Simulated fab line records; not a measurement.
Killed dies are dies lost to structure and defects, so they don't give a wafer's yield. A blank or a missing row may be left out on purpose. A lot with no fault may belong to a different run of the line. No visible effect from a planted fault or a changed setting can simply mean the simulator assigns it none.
fab line records | flow nand_harc
record: lots: 7 | wafers: 20 | last_day: 33
route steps=1302 shown A_CONTACT@1086 END@1302
lots that met no fault: from a run of the same line without faults
start_h: hours from the record's opening day to when the first of the lot's shown wafers began | wait_h: hours from the lot's prior step to this one | " same as the row above | L1.1+2: a row that stands for several wafers | - either no value or no given start | * or withheld: withheld | < > ~ a bound
route shown NAME@n: names a module that has steps shown in the file, with the first one's number in the route | usual: mean/standard deviation taken from wafers without a fault | same: alike in all rows | chamber/n: place in a boat | sites: readings site by site | _std_site: standard deviation across them | _edge_site: the outer-site mean with the inner-site mean subtracted | radius_mm: how far each site lies from the wafer's centre | mask NAME#n: copy n | behind: the tool/chamber that last shaped the wafer | hold: the reason the lot was held/the length of the hold in hours/how it ended | device: whichever transistor did not switch (one of n, p or np) | end of line: tests of these same wafers at the route's end | step lacking rows: just its recipe | killed: dies lost to structure and defects at the first sort, not the wafer's yield | map: the dies of a wafer, with x for killed, . for not killed, _ for no die there
set.NAME: setting as actually run; set.NAME@STEP: the setting as run at that earlier step | model.NAME: the simulator's own value behind a step, which no gauge read
lots seen at some steps along the route; tables by step, rows by wafer
services: when a tool's chamber went out of use (start_h, in hours from the record's first day, below 0 if earlier), for how many hours, and the reason
== steps ==
step: NHARC_A_CONTACT_ETCH_134
recipe: source_w: withheld | pressure_mtorr: 20 | bias_v: withheld | time_s: 140 | target_depth_a: 7000 | ar_flow_sccm: withheld | c4f8_flow_sccm: withheld | o2_flow_sccm: withheld | chemistry: C4F8/O2/Ar
step: NHARC_A_CONTACT_ETCH_135
recipe: source_w: withheld | pressure_mtorr: 20 | bias_v: 1200 | time_s: 311 | target_depth_a: 19120 | ar_flow_sccm: withheld | c4f8_flow_sccm: withheld | o2_flow_sccm: withheld | chemistry: C4F8/O2/Ar
usual: chamber_pressure_mTorr: 19.999/0.019 | oes_air_line_au: 0.996/0.02
same: time_s: 311
lot.wafer | tool            | chamber | start_h | wait_h | chamber_pressure_mTorr | oes_air_line_au | rf_hours_counter_h
L817.1    | har_cap_etch-03 | 0       | 522.77  | 0.2    | 20.018                 | 1.008           | 47
L817.3    | "               | 0       | "       | "      | 19.983                 | 0.969           | -
L817.6    | "               | 0       | "       | "      | 19.965                 | 1.008           | -
L816.2    | har_cap_etch-02 | 0       | 523.59  | 0.2    | 20.014                 | 0.999           | 89
L816.4    | "               | 0       | "       | "      | 19.981                 | 1.032           | -
L816.6    | "               | 0       | "       | "      | 20.001                 | 1.008           | -
L822.2    | har_cap_etch-03 | 0       | 586.26  | 0.2    | 19.988                 | 0.999           | 59
L822.3    | "               | 0       | "       | "      | 20.011                 | 1.008           | -
L822.5    | "               | 1       | "       | "      | 20.016                 | 0.993           | -
L830.1    | har_cap_etch-01 | 0       | 644.12  | 0.2    | 20.018                 | 1.005           | 24
L830.4    | "               | 0       | "       | "      | 19.993                 | 0.996           | -
L830.6    | "               | 0       | "       | "      | 20.011                 | 0.983           | -
L836.1    | har_cap_etch-01 | 1       | 709.82  | 0.2    | 19.998                 | 0.982           | 33
L836.4    | "               | 0       | "       | "      | 20.002                 | 1.003           | -
L836.5    | "               | 0       | "       | "      | 19.991                 | 1.015           | -
L835.2    | har_cap_etch-01 | 0       | 716.07  | 0.2    | 19.998                 | 0.977           | 35
L835.4    | "               | 1       | "       | "      | 20.026                 | 0.980           | -
L837.1    | har_cap_etch-03 | 0       | 731.35  | 0.2    | 20.008                 | 0.948           | 85
L837.4    | "               | 1       | "       | "      | 20.006                 | 0.983           | -
L837.6    | "               | 1       | "       | "      | 19.995                 | 0.983           | -
step: NHARC_A_CONTACT_ETCH_136
recipe: source_w: withheld | pressure_mtorr: 20 | bias_v: 1200 | time_s: 311 | target_depth_a: 19120 | ar_flow_sccm: withheld | c4f8_flow_sccm: withheld | o2_flow_sccm: withheld | chemistry: C4F8/O2/Ar
usual: chamber_pressure_mTorr: 20.003/0.018 | oes_air_line_au: 0.996/0.02
same: time_s: 311
lot.wafer | tool            | chamber | start_h | wait_h | chamber_pressure_mTorr | oes_air_line_au | rf_hours_counter_h
L817.1    | har_cap_etch-03 | 0       | 523.04  | 0.2    | 19.995                 | 0.996           | 47
L817.3    | "               | 0       | "       | "      | 20.033                 | 1.003           | -
L817.6    | "               | 0       | "       | "      | 20.003                 | 1.022           | -
L816.2    | har_cap_etch-02 | 0       | 523.86  | 0.2    | 19.974                 | 0.992           | 89
L816.4    | "               | 0       | "       | "      | 20.031                 | 0.993           | -
L816.6    | "               | 0       | "       | "      | 19.987                 | 0.994           | -
L822.2    | har_cap_etch-03 | 0       | 586.53  | 0.2    | 19.990                 | 0.975           | 59
L822.3    | "               | 0       | "       | "      | 20.003                 | 0.974           | -
L822.5    | "               | 1       | "       | "      | 19.990                 | 0.992           | -
L830.1    | har_cap_etch-01 | 0       | 644.39  | 0.2    | 19.984                 | 1.015           | 24
L830.4    | "               | 0       | "       | "      | 19.991                 | 1.001           | -
L830.6    | "               | 0       | "       | "      | 19.986                 | 1.033           | -
L836.1    | har_cap_etch-01 | 1       | 710.09  | 0.2    | 20.010                 | 0.994           | 34
L836.4    | "               | 0       | "       | "      | 20.026                 | 0.978           | -
L836.5    | "               | 0       | "       | "      | 20.025                 | 0.963           | -
L835.2    | har_cap_etch-01 | 0       | 716.34  | 0.2    | 20.022                 | 0.975           | 35
L835.4    | "               | 1       | "       | "      | 20.021                 | 0.971           | -
L837.1    | har_cap_etch-03 | 0       | 731.63  | 0.2    | 20.014                 | 1.006           | 85
L837.4    | "               | 1       | "       | "      | 20.005                 | 0.985           | -
L837.6    | "               | 1       | "       | "      | 20.002                 | 0.981           | -
step: NHARC_A_CONTACT_ETCH_137
recipe: source_w: withheld | pressure_mtorr: 20 | bias_v: 1200 | time_s: 311 | target_depth_a: 19120 | ar_flow_sccm: withheld | c4f8_flow_sccm: withheld | o2_flow_sccm: withheld | chemistry: C4F8/O2/Ar
usual: chamber_pressure_mTorr: 20.000/0.02 | oes_air_line_au: 1.004/0.022
same: time_s: 311
lot.wafer | tool            | chamber | start_h | wait_h | chamber_pressure_mTorr | oes_air_line_au | rf_hours_counter_h
L817.1    | har_cap_etch-03 | 0       | 523.31  | 0.2    | 19.994                 | 1.005           | 48
L817.3    | "               | 0       | "       | "      | 19.988                 | 1.020           | -
L817.6    | "               | 0       | "       | "      | 20.034                 | 0.994           | -
L816.2    | har_cap_etch-02 | 0       | 524.13  | 0.2    | 20.004                 | 0.980           | 89
L816.4    | "               | 0       | "       | "      | 20.021                 | 1.031           | -
L816.6    | "               | 0       | "       | "      | 20.026                 | 1.006           | -
L822.2    | har_cap_etch-03 | 0       | 586.79  | 0.2    | 19.970                 | 0.996           | 59
L822.3    | "               | 0       | "       | "      | 20.027                 | 0.997           | -
L822.5    | "               | 1       | "       | "      | 19.997                 | 0.990           | -
L830.1    | har_cap_etch-01 | 0       | 644.66  | 0.2    | 19.992                 | 0.999           | 25
L830.4    | "               | 0       | "       | "      | 19.974                 | 1.019           | -
L830.6    | "               | 0       | "       | "      | 20.007                 | 1.004           | -
L836.1    | har_cap_etch-01 | 1       | 710.36  | 0.2    | 19.969                 | 0.995           | 34
L836.4    | "               | 0       | "       | "      | 20.023                 | 0.996           | -
L836.5    | "               | 0       | "       | "      | 20.015                 | 1.005           | -
L835.2    | har_cap_etch-01 | 0       | 716.61  | 0.2    | 20.031                 | 0.998           | 35
L835.4    | "               | 1       | "       | "      | 19.987                 | 0.998           | -
L837.1    | har_cap_etch-03 | 0       | 731.90  | 0.2    | 19.996                 | 1.005           | 85
L837.4    | "               | 1       | "       | "      | 19.979                 | 0.997           | -
L837.6    | "               | 1       | "       | "      | 20.024                 | 0.966           | -
step: NHARC_A_CONTACT_ETCH_138
recipe: source_w: withheld | pressure_mtorr: 20 | bias_v: 1200 | time_s: 311 | target_depth_a: 19140 | ar_flow_sccm: withheld | c4f8_flow_sccm: withheld | o2_flow_sccm: withheld | chemistry: C4F8/O2/Ar
usual: chamber_pressure_mTorr: 19.997/0.018 | oes_air_line_au: 0.999/0.021
same: time_s: 311
lot.wafer | tool            | chamber | start_h | wait_h | chamber_pressure_mTorr | oes_air_line_au | rf_hours_counter_h
L817.1    | har_cap_etch-03 | 0       | 523.59  | 0.2    | 20.014                 | 0.977           | 48
L817.3    | "               | 0       | "       | "      | 19.984                 | 0.990           | -
L817.6    | "               | 0       | "       | "      | 19.991                 | 0.974           | -
L816.2    | har_cap_etch-02 | 0       | 524.40  | 0.2    | 19.983                 | 0.994           | 90
L816.4    | "               | 0       | "       | "      | 19.999                 | 0.990           | -
L816.6    | "               | 0       | "       | "      | 19.996                 | 1.017           | -
L822.2    | har_cap_etch-03 | 0       | 587.06  | 0.2    | 19.974                 | 0.927           | 60
L822.3    | "               | 0       | "       | "      | 19.996                 | 0.978           | -
L822.5    | "               | 1       | "       | "      | 19.981                 | 0.994           | -
L830.1    | har_cap_etch-01 | 0       | 644.93  | 0.2    | 20.006                 | 0.989           | 25
L830.4    | "               | 0       | "       | "      | 20.000                 | 0.996           | -
L830.6    | "               | 0       | "       | "      | 19.993                 | 1.001           | -
L836.1    | har_cap_etch-01 | 1       | 710.63  | 0.2    | 19.988                 | 1.015           | 34
L836.4    | "               | 0       | "       | "      | 19.975                 | 1.008           | -
L836.5    | "               | 0       | "       | "      | 20.012                 | 1.040           | -
L835.2    | har_cap_etch-01 | 0       | 716.89  | 0.2    | 19.955                 | 1.034           | 35
L835.4    | "               | 1       | "       | "      | 19.965                 | 1.014           | -
L837.1    | har_cap_etch-03 | 0       | 732.17  | 0.2    | 20.017                 | 0.994           | 86
L837.4    | "               | 1       | "       | "      | 19.999                 | 1.013           | -
L837.6    | "               | 1       | "       | "      | 20.002                 | 1.016           | -
step: NHARC_A_CONTACT_ETCH_139
recipe: source_w: withheld | pressure_mtorr: 20 | bias_v: 400 | time_s: 195 | target_depth_a: 8400 | ar_flow_sccm: withheld | c4f8_flow_sccm: 11.5 | o2_flow_sccm: 7.2 | chemistry: C4F8/O2/Ar
step: NHARC_A_CONTACT_ETCH_92
recipe: target_depth_a: 400 | over_etch_frac: 0.5 | time_s: 85.7 | ion_energy_ev: 120 | ch3f_flow_sccm: 50 | o2_flow_sccm: 30 | ar_flow_sccm: 200 | rf_w: 500 | bias_w: 100 | chemistry: CH3F/O2
step: NHARC_A_CONTACT_ETCH_98
recipe: target_depth_a: 200 | over_etch_frac: 0.5 | time_s: 10 | ion_energy_ev: 250 | c4f6_flow_sccm: 25 | o2_flow_sccm: 20 | ar_flow_sccm: 500 | rf_w: 600 | bias_w: 500 | chemistry: C4F6/O2
usual: bias_w: 500.0/1.5 | c4f6_flow_sccm: 25.00/0.07 | drypump_motor_current_A: 5.9/0.47 | oes_product_au: 0.949/0.016 | rf_vpp_V: 545/3.4 | showerhead_plenum_p_Torr: 3.85/0.16 | throttle_valve_pct: 26.902/0.0094
same: time_s: 10
lot.wafer | tool        | chamber | start_h | wait_h | bias_w | c4f6_flow_sccm | drypump_motor_current_A | oes_product_au | rf_hours_counter_h | rf_vpp_V | showerhead_plenum_p_Torr | throttle_valve_pct
L817.1    | rie_diel-01 | 3       | -       | -      | 501.3  | 25.15          | 4.9                     | 0.953          | 45                 | 542      | 3.71                     | 26.903
L817.3    | "           | 0       | "       | "      | 502.0  | 24.97          | 5.5                     | 0.925          | 45                 | 547      | 3.90                     | 26.899
L817.6    | "           | 3       | "       | "      | 502.5  | 25.14          | 4.9                     | 0.950          | -                  | 543      | 3.71                     | 26.928
L816.4    | rie_diel-04 | 3       | 525.39  | 0.1    | 499.8  | 24.91          | 5.7                     | 0.944          | 26                 | 543      | 3.75                     | 26.916
L816.2    | "           | 0       | "       | "      | 500.0  | 25.02          | 6.6                     | 0.953          | 25                 | 550      | 4.09                     | 26.905
L816.6    | "           | 2       | "       | "      | 499.5  | 24.98          | 5.9                     | 0.929          | -                  | 542      | 3.68                     | 26.896
L822.3    | rie_diel-06 | 0       | -       | -      | 501.0  | 24.89          | 5.7                     | 0.946          | 29                 | 549      | 4.04                     | 26.910
L822.2    | "           | 2       | "       | "      | 499.0  | 24.94          | 5.0                     | 0.950          | 32                 | 545      | 3.84                     | 26.887
L822.5    | "           | 1       | "       | "      | 499.0  | 24.94          | 5.5                     | 0.928          | -                  | 548      | 3.97                     | 26.909
L830.1    | rie_diel-04 | 1       | -       | -      | 499.8  | 25.06          | 6.0                     | 0.949          | 16                 | 544      | 3.78                     | 26.900
L830.4    | "           | 2       | "       | "      | 500.7  | 24.96          | 5.8                     | 0.946          | 18                 | 541      | 3.67                     | 26.920
L830.6    | "           | 1       | "       | "      | 502.1  | 24.99          | 6.0                     | 0.948          | -                  | 542      | 3.78                     | 26.888
L836.4    | rie_diel-01 | 1       | -       | -      | 501.4  | 25.04          | 6.8                     | 0.957          | 50                 | 546      | 3.91                     | 26.908
L836.1    | "           | 2       | "       | "      | 504.7  | 25.04          | 5.7                     | 0.940          | 50                 | 546      | 3.84                     | 26.904
L836.5    | "           | 1       | "       | "      | 500.2  | 25.21          | 6.7                     | 0.959          | -                  | 548      | 3.91                     | 26.907
L835.2    | rie_diel-01 | 2       | -       | -      | 500.3  | 25.02          | 5.7                     | 0.990          | 52                 | 545      | 3.84                     | 26.904
L835.4    | "           | 0       | "       | "      | 499.4  | 24.86          | 5.5                     | 0.995          | 60                 | 545      | 3.85                     | 26.907
L837.1    | rie_diel-04 | 0       | -       | -      | 500.0  | 24.94          | 6.6                     | 0.946          | 3                  | 549      | 4.07                     | 26.886
L837.4    | "           | 2       | "       | "      | 499.0  | 24.90          | 5.8                     | 0.940          | 3                  | 542      | 3.66                     | 26.891
L837.6    | "           | 1       | "       | "      | 499.5  | 25.00          | 6.0                     | 0.950          | -                  | 544      | 3.78                     | 26.895
step: NHARC_A_CONTACT_CD_MEAS_15
usual: cd_nm: 189.9/0.67
lot.wafer | tool      | chamber | start_h | wait_h | cd_nm
L817.1    | cd_sem-03 | -       | 524.63  | -      | 189.1
L817.3    | "         | -       | "       | "      | 189.2
L817.6    | "         | -       | "       | "      | 189.1
L816.2    | cd_sem-01 | -       | 525.47  | -      | 189.6
L816.4    | "         | -       | "       | "      | 190.1
L816.6    | "         | -       | "       | "      | 190.0
L822.2    | cd_sem-02 | -       | 588.12  | -      | 191.4
L822.3    | "         | -       | "       | "      | 189.8
L822.5    | "         | -       | "       | "      | 190.6
L830.1    | cd_sem-03 | -       | 645.93  | -      | 190.2
L830.4    | "         | -       | "       | "      | 190.9
L830.6    | "         | -       | "       | "      | 190.9
L836.1    | cd_sem-02 | -       | 711.63  | -      | 188.8
L836.4    | "         | -       | "       | "      | 189.5
L836.5    | "         | -       | "       | "      | 189.3
L835.2    | cd_sem-01 | -       | 717.95  | -      | 190.5
L835.4    | "         | -       | "       | "      | 190.4
L837.1    | cd_sem-03 | -       | 733.17  | -      | 190.1
L837.4    | "         | -       | "       | "      | 189.9
L837.6    | "         | -       | "       | "      | 189.7
step: NHARC_A_CONTACT_STRIP_107
recipe: n2_flow_sccm: 150 | h2_flow_sccm: 150 | ar_flow_sccm: 0 | bias_w: 0 | chemistry: N2/H2
step: NHARC_A_CONTACT_STRIP_108
recipe: cf4_flow_sccm: 100 | chf3_flow_sccm: 30 | ar_flow_sccm: 0 | bias_w: 0 | chemistry: CF4/CHF3
step: NHARC_A_CONTACT_STRIP_109
recipe: o2_flow_sccm: 400 | cos_flow_sccm: 20 | ar_flow_sccm: 0 | bias_w: 0 | chemistry: O2/COS
step: NHARC_A_CONTACT_ETCH_110
recipe: target_depth_a: 600 | overetch_a: 60 | time_s: 33 | ion_energy_ev: 100 | cf4_flow_sccm: 80 | o2_flow_sccm: 20 | ar_flow_sccm: 0 | rf_w: 300 | bias_w: 100 | chemistry: CF4/O2
usual: bias_w: 100.04/0.28 | cf4_flow_sccm: 80.04/0.22 | drypump_motor_current_A: 5.8/0.57 | oes_product_au: 1.001/0.011 | rf_vpp_V: 197.4/1.3 | showerhead_plenum_p_Torr: 1.32/0.053 | throttle_valve_pct: 13.397/0.0083 | time_s: 33/0
lot.wafer | tool        | chamber | start_h | wait_h | bias_w | cf4_flow_sccm | drypump_motor_current_A | oes_product_au | rf_hours_counter_h | rf_vpp_V | showerhead_plenum_p_Torr | throttle_valve_pct | time_s
L817.3    | rie_diel-01 | 3       | 524.92  | 0.0    | 100.42 | 80.07         | 4.9                     | 0.996          | 45                 | 196.0    | 1.26                     | 13.378             | 33
L817.1    | "           | 1       | "       | "      | 100.31 | 79.86         | 6.7                     | 1.009          | 44                 | 198.1    | 1.34                     | 13.411             | 33
L817.6    | "           | 0       | "       | "      | 99.97  | 80.20         | 5.5                     | 1.005          | -                  | 197.6    | 1.32                     | 13.393             | 33
L816.2    | rie_diel-06 | 2       | 525.77  | 0.1    | 100.38 | 80.01         | 5.0                     | 1.004          | 10                 | 196.7    | 1.31                     | 13.397             | 33
L816.4    | "           | 3       | "       | "      | 100.26 | 80.14         | 6.5                     | 1.012          | 11                 | 199.9    | 1.44                     | 13.401             | 33
L816.6    | "           | 2       | "       | "      | 100.01 | 79.74         | 5.0                     | 0.994          | -                  | 197.4    | 1.31                     | 13.384             | 33
L822.2    | rie_diel-01 | 1       | 588.42  | 0.1    | 100.31 | 79.61         | 6.8                     | 1.012          | 10                 | 197.2    | 1.34                     | 13.397             | 33
L822.3    | "           | 3       | "       | "      | 99.76  | 80.05         | 4.9                     | 0.998          | 11                 | 195.7    | 1.25                     | 13.406             | 33
L822.5    | "           | 2       | "       | "      | 99.46  | 79.79         | 5.7                     | 0.989          | -                  | 196.8    | 1.31                     | 13.415             | 33
L830.4    | rie_diel-01 | 0       | 646.23  | 0.1    | 99.97  | 80.12         | 5.5                     | 0.996          | 33                 | 197.4    | 1.32                     | 13.389             | 33
L830.1    | "           | 1       | "       | "      | 99.50  | 79.99         | 6.7                     | 1.015          | 28                 | 197.7    | 1.33                     | 13.392             | 33
L830.6    | "           | 3       | "       | "      | 99.91  | 80.46         | 4.9                     | 0.995          | -                  | 195.2    | 1.25                     | 13.384             | 33
L836.1    | rie_diel-01 | 3       | 711.97  | 0.1    | -      | -             | -                       | -              | -                  | -        | -                        | -                  | -
L836.4    | "           | 0       | "       | "      | -      | -             | -                       | -              | -                  | -        | -                        | -                  | -
L836.5    | "           | 1       | "       | "      | -      | -             | -                       | -              | -                  | -        | -                        | -                  | -
L835.2    | rie_diel-01 | 1       | 718.83  | 0.1    | -      | -             | -                       | -              | -                  | -        | -                        | -                  | -
L835.4    | "           | 3       | "       | "      | -      | -             | -                       | -              | -                  | -        | -                        | -                  | -
L837.1    | rie_diel-04 | 3       | 733.47  | 0.1    | -      | -             | -                       | -              | -                  | -        | -                        | -                  | -
L837.4    | "           | 0       | "       | "      | -      | -             | -                       | -              | -                  | -        | -                        | -                  | -
L837.6    | "           | 1       | "       | "      | -      | -             | -                       | -              | -                  | -        | -                        | -                  | -
step: NHARC_A_CONTACT_STRIP_26
recipe: o2_flow_sccm: 500 | ar_flow_sccm: 0 | bias_w: 0 | chemistry: O2
step: NHARC_END_SORT_01
recipe: temp_c: 25
usual: killed_at_array: 53/19 | killed_at_other: 0.7/1.1 | killed_at_periphery: 4.2/2.7 | killed_dies: 58/18 | killed_open: 3.1/1.9 | killed_short: 2.5/1.6
same: gross_dies: 677
lot.wafer | tool      | chamber | start_h | wait_h | killed_at_array | killed_at_other | killed_at_periphery | killed_dies | killed_open | killed_short
L816.2    | prober-01 | 0       | 580.07  | 2.8    | 19              | 0               | 7                   | 26          | 4           | 3
L816.4    | prober-01 | 0       | 581.66  | 3.4    | 25              | 0               | 3                   | 28          | 4           | 1
L816.6    | prober-01 | 0       | 583.25  | 4.0    | 27              | 0               | 6                   | 33          | 6           | 2
killed by level:class
L816.2 A_STAIRCASE:chamber_film_flake=5 A_CHANNEL_HOLE_D2:chamber_film_flake=4 A_SGD_CUT:chamber_film_flake=3 P_GATE:geometric_particle:open=2 P_ZERO_WELL:chamber_film_flake=2 A_WL_FILL:chamber_film_flake=2 P_CONTACT:geometric_particle:open=1 A_ONON_D2:geometric_particle:open=1
L816.4 A_CHANNEL_HOLE_D2:chamber_film_flake=5 A_STAIRCASE:chamber_film_flake=5 A_SGD_CUT:chamber_film_flake=5 A_CONTACT:chamber_film_flake=5 P_CONTACT:geometric_particle:short=1 P_M0:geometric_particle:open=1 A_CHANNEL_HOLE_D2:geometric_particle:open=1 A_CHANNEL_FILL_D2:geometric_particle:open=1
L816.6 A_CHANNEL_HOLE_D2:chamber_film_flake=8 A_STAIRCASE:chamber_film_flake=6 A_SGD_CUT:chamber_film_flake=3 A_CONTACT:geometric_particle:open=2 P_STI:chamber_film_flake=2 A_CHANNEL_HOLE_D1:chamber_film_flake=2 A_CONTACT:chamber_film_flake=2 P_GATE:geometric_particle:open=1
== services ==
tool            | chamber | start_h | hours | kind
har_cap_etch-01 | 0       | 515.16  | -     | clean
har_cap_etch-01 | 1       | 515.16  | -     | clean
rie_diel-01     | 0       | 515.78  | -     | clean
rie_diel-01     | 1       | 515.78  | -     | clean
rie_diel-01     | 2       | 515.78  | -     | clean
rie_diel-01     | 3       | 515.78  | -     | clean
rie_diel-04     | 2       | 521.24  | 4.1   | repair
rie_diel-01     | 3       | 528.71  | 7.8   | repair
rie_diel-04     | -       | 532.46  | 9.0   | pm
rie_diel-01     | 0       | 540.28  | -     | clean
rie_diel-01     | 1       | 540.28  | -     | clean
rie_diel-01     | 2       | 540.28  | -     | clean
rie_diel-01     | 3       | 540.28  | -     | clean
rie_diel-01     | -       | 558.26  | 9.0   | pm
rie_diel-01     | 0       | 558.26  | 9.0   | vent_cycle
rie_diel-01     | 1       | 558.26  | 9.0   | vent_cycle
rie_diel-06     | 0       | 595.74  | 4.3   | repair
rie_diel-04     | 3       | 651.48  | 5.8   | repair
rie_diel-06     | 2       | 654.40  | 3.1   | repair
rie_diel-06     | -       | 661.25  | 9.0   | pm
rie_diel-04     | -       | 665.26  | 1.2   | repair
har_cap_etch-03 | -       | 687.65  | 0.8   | repair
rie_diel-04     | -       | 709.46  | 9.0   | pm
har_cap_etch-02 | -       | 714.99  | 1.2   | repair
== key ==
first_sign: step: NHARC_A_CONTACT_ETCH_110 | reading: tool_record | direction: missing
effect none on later readings
met_at NHARC_A_CONTACT_ETCH_110
struck_wafers L835.2,L835.4,L836.1,L836.4,L836.5,L837.1,L837.4,L837.6
tester_left_out L835,L836,L837
onset_between 646.23 711.97
fault: kind: skipped_step_whole | tool: rie_diel-01,rie_diel-04 | chamber: - | onset_h: 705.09 | steps: NHARC_A_CONTACT_ETCH_110 | scope: struck_lots_only
tester_left_out: of these lots the tester's yield and bins aren't shown, on N5 and GAA mostly nor the transistor test; their killed dies are dies lost to structure and defects alone, not to doping, threshold or leakage, so they don't give the yield
